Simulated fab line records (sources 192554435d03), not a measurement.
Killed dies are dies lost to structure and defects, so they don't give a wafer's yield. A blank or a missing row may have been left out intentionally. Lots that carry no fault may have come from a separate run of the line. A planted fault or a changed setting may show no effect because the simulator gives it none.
fab line records ; flow n5-finfet
record lots=11; wafers=32; last-day=21
route steps=1938 shown BEOL_M5@1181 BEOL_M6@1218
lots that met no fault: taken from a fault-free run of the same line
start-h: hours from the record's first day to the start of the lot's first wafer shown ; wait-h: time in hours since the lot's previous step ; " identical to the entry in the row above ; L1.1+2: several wafers, shown together as one row ; - no value, or no start given ; * or withheld: withheld ; < > ~ a bound
route shown NAME@n: a module of which the file shows steps, and the number in the route of the first ; usual: mean and standard deviation over wafers with no fault ; same: alike in all rows ; chamber/n: place in a boat ; sites: each site's reading ; _std_site: their standard deviation ; _edge_site: mean of outer sites minus mean of inner sites ; radius-mm: how far each site lies from the wafer's centre ; mask NAME#n: copy n ; behind: tool/chamber where the wafer was last shaped ; hold: why the lot went on hold/how many hours it stayed there/how the hold came to an end ; device: whichever transistor did not switch (one of n, p or np) ; end of line: the tests these same wafers got at the end of their route ; for a step that has no rows: nothing shown but its recipe ; killed: dies that structure and defects cost at the first sort, which is not the same as the wafer's yield ; map: a wafer's dies, marking killed ones x, the rest . and places with no die _
set.NAME: setting as actually run; set.NAME@STEP: the setting as run at that earlier step ; model.NAME: the simulator's own value behind a step, which no gauge read
steps of the route over a sample of lots; a table a step, a row a wafer
services: a tool's chamber out of use, with start hour (start-h, from the record's first day; less than 0 if before it), hours out, and reason
## steps
# step N5_BEOL_M5_SPUTTER_88
# recipe material=Cu; target-thk-a=150; temp-c=-20; chamber-pressure-pa=0.07; power-w=withheld; time-s=27.62
# usual throttle-valve-pct=30.3/1.2
# same time-s=27.62
lot.wafer;tool;chamber;start-h;wait-h;throttle-valve-pct
L580.1;pvd-sputter-02;-;285.84;0.5;28.9
L580.4;pvd-sputter-02;-;285.84;0.5;30.3
L580.5;pvd-sputter-02;-;285.84;0.5;30.6
L583.1;pvd-sputter-03;-;290.50;0.5;30.2
L583.4;pvd-sputter-03;-;290.50;0.5;29.0
L583.6;pvd-sputter-03;-;290.50;0.5;28.6
L586.1;pvd-sputter-01;-;309.27;0.5;29.1
L586.2;pvd-sputter-01;-;309.27;0.5;31.5
L586.6;pvd-sputter-01;-;309.27;0.5;31.8
L585.4;pvd-sputter-01;-;317.14;0.5;31.9
L585.5;pvd-sputter-01;-;317.14;0.5;31.6
L588.1;pvd-sputter-03;-;320.18;0.5;29.9
L588.2;pvd-sputter-03;-;320.18;0.5;28.5
L588.5;pvd-sputter-03;-;320.18;0.5;32.1
L587.1;pvd-sputter-01;-;321.81;0.5;32.0
L587.3;pvd-sputter-01;-;321.81;0.5;28.8
L587.6;pvd-sputter-01;-;321.81;0.5;28.6
L590.2;pvd-sputter-02;-;326.95;0.5;30.5
L590.3;pvd-sputter-02;-;326.95;0.5;29.1
L590.6;pvd-sputter-02;-;326.95;0.5;30.2
L591.3;pvd-sputter-02;-;337.53;0.5;30.7
L591.5;pvd-sputter-02;-;337.53;0.5;30.7
L591.6;pvd-sputter-02;-;337.53;0.5;29.2
L600.1;pvd-sputter-02;-;397.41;0.5;28.8
L600.3;pvd-sputter-02;-;397.41;0.5;30.3
L600.6;pvd-sputter-02;-;397.41;0.5;30.6
L601.1;pvd-sputter-03;-;400.98;0.5;31.8
L601.5;pvd-sputter-03;-;400.98;0.5;32.2
L601.6;pvd-sputter-03;-;400.98;0.5;28.4
L602.2;pvd-sputter-01;-;413.47;0.5;31.4
L602.3;pvd-sputter-01;-;413.47;0.5;31.9
L602.6;pvd-sputter-01;-;413.47;0.5;31.3
# step N5_BEOL_M5_PRE_CLEAN_77
# recipe gas=NH3/H2; time-s=15; temp-c=*; rf-power-w=300
# usual heater-power-w=88/19
# same time-s=15
lot.wafer;tool;chamber;start-h;wait-h;heater-power-w
L580.1;cvd-co-02;2;287.76;0.0;121
L580.4;cvd-co-02;0;287.76;0.0;106
L580.5;cvd-co-02;1;287.76;0.0;91
L583.1;cvd-co-01;2;292.42;0.0;72
L583.4;cvd-co-01;0;292.42;0.0;65
L583.6;cvd-co-01;2;292.42;0.0;73
L586.1;cvd-co-01;0;311.19;0.0;64
L586.2;cvd-co-01;2;311.19;0.0;72
L586.6;cvd-co-01;0;311.19;0.0;64
L585.4;cvd-co-01;2;319.08;0.1;73
L585.5;cvd-co-01;1;319.08;0.1;90
L588.1;cvd-co-01;1;322.71;0.3;89
L588.2;cvd-co-01;2;322.71;0.3;71
L588.5;cvd-co-01;0;322.71;0.3;63
L587.1;cvd-co-01;0;324.06;0.0;64
L587.3;cvd-co-01;2;324.06;0.0;76
L587.6;cvd-co-01;0;324.06;0.0;66
L590.2;cvd-co-01;2;329.60;0.0;75
L590.3;cvd-co-01;1;329.60;0.0;89
L590.6;cvd-co-01;1;329.60;0.0;91
L591.3;cvd-co-01;1;339.76;0.2;93
L591.5;cvd-co-01;0;339.76;0.2;66
L591.6;cvd-co-01;1;339.76;0.2;91
L600.1;cvd-co-02;1;399.33;0.0;77
L600.3;cvd-co-02;0;399.33;0.0;105
L600.6;cvd-co-02;0;399.33;0.0;105
L601.1;cvd-co-02;1;402.91;0.1;78
L601.5;cvd-co-02;2;402.91;0.1;121
L601.6;cvd-co-02;1;402.91;0.1;78
L602.2;cvd-co-01;1;415.42;0.0;90
L602.3;cvd-co-01;1;415.42;0.0;91
L602.6;cvd-co-01;0;415.42;0.0;65
# step N5_BEOL_M6_COAT_63
# recipe resist=SOC; temp-c=250; time-s=60; spin-rpm=1500; resist-thk-nm=60
# usual heater-power-total-W=500.3/1.9; spin-speed-rpm=1500.1/0.99
# same time-s=60
lot.wafer;tool;chamber;start-h;wait-h;heater-power-total-W;spin-speed-rpm
L580.1;litho-track-05;0;294.08;0.0;500.2;1499.2
L580.4;litho-track-05;0;294.08;0.0;499.4;1500.3
L580.5;litho-track-05;0;294.08;0.0;503.1;1499.7
L583.1;litho-track-03;0;297.62;0.0;498.5;1499.7
L583.4;litho-track-03;0;297.62;0.0;498.6;1501.9
L583.6;litho-track-03;0;297.62;0.0;501.1;1500.2
L586.1;litho-track-04;0;317.73;1.6;501.6;1500.9
L586.2;litho-track-04;0;317.73;1.6;503.0;1499.8
L586.6;litho-track-04;0;317.73;1.6;500.1;1501.2
L585.4;litho-track-05;0;325.38;2.5;497.9;1499.0
L585.5;litho-track-05;0;325.38;2.5;502.5;1501.1
L588.1;litho-track-03;0;327.04;0.0;498.4;1499.2
L588.2;litho-track-03;0;327.04;0.0;501.7;1499.0
L588.5;litho-track-03;0;327.04;0.0;500.8;1500.0
L587.1;litho-track-03;0;329.53;1.2;500.9;1500.3
L587.3;litho-track-03;0;329.53;1.2;499.3;1502.8
L587.6;litho-track-03;0;329.53;1.2;497.5;1502.3
L590.2;litho-track-03;0;331.73;0.1;498.0;1370.8
L590.3;litho-track-03;0;331.73;0.1;498.5;1369.7
L590.6;litho-track-03;0;331.73;0.1;503.4;1369.0
L591.3;litho-track-03;0;343.36;0.0;500.8;1368.5
L591.5;litho-track-03;0;343.36;0.0;503.4;1370.3
L591.6;litho-track-03;0;343.36;0.0;497.9;1370.2
L600.1;litho-track-05;0;405.68;2.9;501.1;1499.2
L600.3;litho-track-05;0;405.68;2.9;502.4;1500.9
L600.6;litho-track-05;0;405.68;2.9;498.3;1501.1
L601.1;litho-track-05;0;409.64;3.0;497.7;1498.9
L601.5;litho-track-05;0;409.64;3.0;500.7;1499.8
L601.6;litho-track-05;0;409.64;3.0;497.4;1500.4
L602.2;litho-track-05;0;418.89;0.1;497.7;1500.3
L602.3;litho-track-05;0;418.89;0.1;501.6;1499.8
L602.6;litho-track-05;0;418.89;0.1;501.2;1501.7
# step N5_BEOL_M6_ETCH_65
# recipe chemistry=CF4; target=SiARC; target-depth-a=156; mask-material=CAR-EUV; time-s=26; ion-energy-ev=80; pressure-mtorr=40; source-w=545; bias-w=36; Ar_flow_sccm=100; cf4-flow-sccm=100; ends=cleared
# usual drypump-motor-current-A=6.0/0.39; etch-rf-on-time-s=26.0/0.72; oes-product-au=0.67/0.057; rf-vpp-V=184.5/1; showerhead-plenum-p-Torr=2.18/0.061; throttle-valve-pct=15.54/0.12
lot.wafer;tool;chamber;start-h;wait-h;drypump-motor-current-A;etch-rf-on-time-s;oes-product-au;rf-hours-counter-h;rf-vpp-V;showerhead-plenum-p-Torr;throttle-valve-pct
L580.1;rie-diel-05;1;294.97;0.0;6.2;25.6;0.72;60;185.2;2.26;15.66
L580.4;rie-diel-05;0;294.97;0.0;5.7;25.5;0.67;97;185.7;2.24;15.32
L580.5;rie-diel-05;1;294.97;0.0;6.2;25.5;0.72;-;186.9;2.26;15.67
L583.1;rie-diel-05;3;298.74;0.0;6.7;25.2;0.72;68;186.3;2.25;15.38
L583.4;rie-diel-05;0;298.74;0.0;5.7;25.1;0.68;99;185.7;2.24;15.31
L583.6;rie-diel-05;0;298.74;0.0;5.7;25.4;0.67;-;185.5;2.24;15.32
L586.1;rie-diel-01;1;318.40;0.0;5.9;25.8;0.76;23;183.0;2.11;15.53
L586.2;rie-diel-01;3;318.40;0.0;6.4;27.2;0.58;227;184.2;2.11;15.49
L586.6;rie-diel-01;3;318.40;0.0;6.4;27.6;0.58;-;184.0;2.11;15.51
L585.4;rie-diel-05;1;325.95;0.0;6.2;25.8;0.71;74;184.9;2.26;15.69
L585.5;rie-diel-05;3;325.95;0.0;6.7;25.6;0.69;-;186.0;2.24;15.39
L588.1;rie-diel-05;1;327.91;0.0;6.2;25.6;0.71;75;185.7;2.26;15.68
L588.2;rie-diel-05;2;327.91;0.0;5.8;26.2;0.68;105;184.9;2.16;15.52
L588.5;rie-diel-05;1;327.91;0.0;6.2;25.4;0.71;-;186.5;2.26;15.70
L587.1;rie-diel-01;1;329.99;0.0;5.9;25.7;0.76;27;183.8;2.10;15.51
L587.3;rie-diel-01;2;329.99;0.0;5.6;25.8;0.59;240;183.7;2.11;15.62
L587.6;rie-diel-01;1;329.99;0.0;5.9;25.6;0.76;-;184.5;2.10;15.53
L590.2;rie-diel-05;2;332.30;0.0;5.8;26.6;0.67;106;183.7;2.16;15.54
L590.3;rie-diel-05;0;332.30;0.0;5.7;25.5;0.66;114;185.1;2.23;15.35
L590.6;rie-diel-05;2;332.30;0.0;5.8;26.7;0.67;-;183.5;2.16;15.53
L591.3;rie-diel-01;1;343.98;0.0;5.9;26.2;0.75;33;184.2;2.10;15.53
L591.5;rie-diel-01;3;343.98;0.0;6.4;27.8;0.57;-;184.7;2.10;15.51
L591.6;rie-diel-01;2;343.98;0.0;5.6;26.2;0.58;-;183.8;2.11;15.64
L600.1;rie-diel-05;1;406.28;0.0;6.2;26.0;0.67;107;184.8;2.24;15.76
L600.3;rie-diel-05;3;406.28;0.0;6.7;25.4;0.68;112;185.9;2.23;15.45
L600.6;rie-diel-05;2;406.28;0.0;5.8;26.5;0.66;-;183.3;2.15;15.57
L601.1;rie-diel-04;3;410.30;0.0;5.7;24.0;0.79;36;185.0;2.16;15.29
L601.5;rie-diel-04;3;410.30;0.0;5.7;24.1;0.78;-;184.5;2.16;15.28
L601.6;rie-diel-04;0;410.30;0.0;5.1;24.8;0.74;-;182.1;2.08;15.52
L602.2;rie-diel-05;0;419.47;0.0;5.7;25.3;0.64;145;184.7;2.22;15.41
L602.3;rie-diel-05;2;419.47;0.0;5.8;26.0;0.65;137;183.2;2.15;15.60
L602.6;rie-diel-05;2;419.47;0.0;5.8;26.3;0.65;-;184.3;2.15;15.60
## services
tool;chamber;start-h;hours;kind
rie-diel-05;0;265.71;1.2;repair
rie-diel-04;3;270.29;-;clean
rie-diel-04;3;270.29;-;consumable-replace:focus-ring
rie-diel-04;3;270.29;19.2;scheduled-down
rie-diel-01;1;271.01;14.9;repair
rie-diel-04;-;287.48;28.1;pm
rie-diel-01;1;310.36;2.1;repair
cvd-co-02;-;311.81;12.3;repair
cvd-co-01;2;330.44;103.8;repair
cvd-co-02;1;333.79;-;clean
cvd-co-02;1;333.79;22.0;scheduled-down
cvd-co-02;1;333.79;22.0;vent-cycle
rie-diel-04;2;339.41;7.8;repair
rie-diel-01;2;354.43;-;clean
rie-diel-01;2;354.43;-;consumable-replace:focus-ring
rie-diel-01;2;354.43;23.2;scheduled-down
rie-diel-01;2;354.43;23.2;vent-cycle
rie-diel-05;0;359.21;8.0;repair
rie-diel-01;3;377.91;-;clean
rie-diel-01;3;377.91;-;consumable-replace:focus-ring
rie-diel-01;3;377.91;30.8;scheduled-down
rie-diel-01;3;377.91;30.8;vent-cycle
pvd-sputter-02;-;409.67;7.3;repair
rie-diel-05;-;410.63;0.9;repair
## key
first-sign step=N5_BEOL_M6_COAT_63; reading=spin-speed-rpm; direction=down; sigmas=99+; usual=*; struck=*
effect none on later readings
met-at N5_BEOL_M6_COAT_63
struck-lots L590,L591
not-acting-at N5_BEOL_M5_SPUTTER_88,N5_BEOL_M5_PRE_CLEAN_77,N5_BEOL_M6_ETCH_65
onset-between 329.53 331.73
fault kind=process-parameter-drift; tool=litho-track-03; chamber=-; onset-h=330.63; steps=N5_BEOL_M6_COAT_63; channel=spin-rpm; offset=*; shape=step; end-h=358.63; acts-in=*; stated=*
